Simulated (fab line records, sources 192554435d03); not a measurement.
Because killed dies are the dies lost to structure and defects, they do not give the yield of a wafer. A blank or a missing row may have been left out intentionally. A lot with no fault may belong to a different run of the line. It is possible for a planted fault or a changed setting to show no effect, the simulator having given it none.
Struck lot and sound lot, side by side	flow n5-finfet	37 steps out of a route of 1938
Sound: these wafers, L904.2, L904.5, L904.6. Wafers L901.2, L901.5, L901.6 were the ones struck. The cause comes at the end.
Each step with rows lists, per side, the tool, then ch with its chambers, then its first start. Under that, the readings that differ: sound wafers	struck wafers	difference of the means	sigmas: that difference in standard deviations of wafers without a fault.
alike: a reading whose means differ by less than 2 such deviations, as well as words and numbers matching on both sides. not compared: withheld readings; readings where some wafer has no value; bounds like >300 that might hide an equal value; numbers whose values overlap and for which the record gives no deviation.
The two part at a step that has a row with sigmas, a row that says differs or no value, or rows on one side only. Non-overlapping numbers with no deviation appear without sigmas and do not part them. Lack of a reading on every wafer of one side parts them only where that side has two or more wafers.

first, 9 steps without rows for these wafers: N5_BEOL_M4_ANNEAL_95 (time 240 s); N5_BEOL_M4_SPUTTER_96 (material Cu, target thk 4.5 nm, time 8.29 s); N5_BEOL_M4_ECD_50 (material Cu, target thk 300 nm); N5_BEOL_M4_ANNEAL_51 (time 90 s); N5_BEOL_M4_CMP_52 (polishes, stops on SiOC, t overpolish 6.8 s, target thk 40 nm); N5_BEOL_M4_PRE_CLEAN_60 (time 15 s); N5_BEOL_M4_CO_CAP_55 (material Co, precursor CCTBA/H2, target thk 2 nm, time 102.1 s); N5_BEOL_M4_PRE_CLEAN_56 (time 15 s); N5_BEOL_M4_DEP_57 (deposits SiCN from 3MS/NH3, target thk 8 nm, time 14 s).
N5_BEOL_M4_RC_MEAS_101:
  sound on prober-01 ch 0, day 12 11:35; struck on prober-01 ch 0, day 11 21:58
  alike: DIBL_N, DIBL_P, IOFF_N, IOFF_P, ION_N, ION_P, SS_N, SS_P, VT_N, VT_P
then, 24 steps without rows for these wafers: N5_BEOL_M5_ILD_DEP_00 (deposits SiCOH lowk from DEMS/porogen, target thk 140.64 nm, time 25.9 s); N5_BEOL_M5_CURE_79 (cures SiCOH lowk, time 240 s); N5_BEOL_M5_PECVD_70 (deposits SiO2 from TEOS/O2, target thk 16 nm, time 18 s); N5_BEOL_M5_HM_DEP_02 (deposits TiN, target thk 20 nm); N5_BEOL_M5_COAT_59 (time 60 s, resist thk 60 nm); N5_BEOL_M5_COAT_60 (time 60 s, resist thk 12 nm); N5_BEOL_M5_COAT_71 (time 60 s, resist thk 5 nm); N5_BEOL_M5_COAT_05 (resist thk 30 nm); N5_BEOL_M5_EBR_07; N5_BEOL_M5_SOFTBAKE_06 (time 60 s); N5_BEOL_M5_EXPOSE_08 (exposes mask M5, target cd 28 nm); N5_BEOL_M5_PEB_09 (peb time 60 s); N5_BEOL_M5_DEVELOP_10 (develop time 30 s); N5_BEOL_M5_DESCUM_16 (chemistry O2, time 7 s); N5_BEOL_M5_ETCH_72 (etches underlayer in N2/H2, target depth 6.5 nm, time 5.2 s); N5_BEOL_M5_ETCH_61 (etches SiARC in CF4, target depth 15.6 nm, time 26 s); N5_BEOL_M5_ETCH_62 (etches SOC in N2/H2, target depth 75 nm, overetch 15 nm, time 112.5 s); N5_BEOL_M5_STRIP_63 (strips in N2/H2); N5_BEOL_M5_STRIP_73 (strips in N2/H2); N5_BEOL_M5_STRIP_64 (strips in CF4); N5_BEOL_M5_HM_OPEN_17 (chemistry Cl2/BCl3, target TiN, target depth 20 nm, overetch 6 nm); N5_BEOL_M5_STRIP_19 (strips in O2); N5_BEOL_M5_COAT_65 (time 60 s, resist thk 60 nm); N5_BEOL_M5_COAT_66 (time 60 s, resist thk 12 nm).
-- the record jumps here: 3 days lie between the struck wafers' starts before and after (it left off in module BEOL_M5 and takes up again in module BEOL_M14, whose first step shown is number 1762 of the route) --
N5_BEOL_M14_SPUTTER_43: material TaN, target thk 15 nm, time 24.19 s.
  sound on pvd-sputter-01 at day 15 13:23; struck on pvd-sputter-02 at day 15 00:41
  no value came back on the struck wafers for bias-v (V), cathode-dc-power-W (W), throttle-valve-pct (%), time-s (s); on the sound wafers bias-v (V) reads 168.4 170.6 167.9
N5_BEOL_M14_CMP_49: polishes, stops on SiO2, t overpolish 5.2 s, target thk 560 nm.
  sound on cmp-04 ch 0,1,3, day 15 14:13; struck on cmp-04 ch 1,2,3, day 15 01:40
reading	sound	struck	difference	sigmas
barrier-field-endpoint-s (s)	11.02 11.22 11.24	5.64 5.69 5.68	-5.49	-27
model.Cu_of_BEOL_M14_ECD_47.thk-nm (nm)	567.4 554.6 561.8	574.8 593.4 585.4	+23.3	
  alike: motor-current-A, retaining-ring-pressure-frac
N5_PASSIVATION_PROBE_49:
  sound on prober-01 at day 16 12:04; struck on prober-02 at day 16 02:49
reading	sound	struck	difference	sigmas
defect-limited-yield (%)	91.4 92.8 92.1	83.5 84.6 85.8	-7.5	-6
killed_at_M4_up	19 14 6	92 78 101	+77	+15
killed-dies	101 85 93	195 182 168	+89	+6
killed-on-rim	13 12 15	54 27 51	+31	+9
sort_bin_5_function (%)	4.3 4.2 4.3	13.0 11.2 11.9	+7.8	+9
sort-n-pass	1079 1095 1087	985 998 1012	-89	-6
sort-yield-pct (%)	91.4 92.8 92.1	83.5 84.6 85.8	-7.5	-6
  alike: killed_at_M0_to_M3, killed-at-contacts, killed-at-front-end, killed-at-other, killed-open, killed-short, sort_bin_6_memory

## WHERE THEY PART
Last at N5_PASSIVATION_PROBE_49 as far as this record goes, first at N5_BEOL_M14_SPUTTER_43.

WHY: what the simulator had put in
Entire step skipped (pvd-sputter-02, N5_BEOL_M14_SPUTTER_43), from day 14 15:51 onward. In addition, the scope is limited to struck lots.
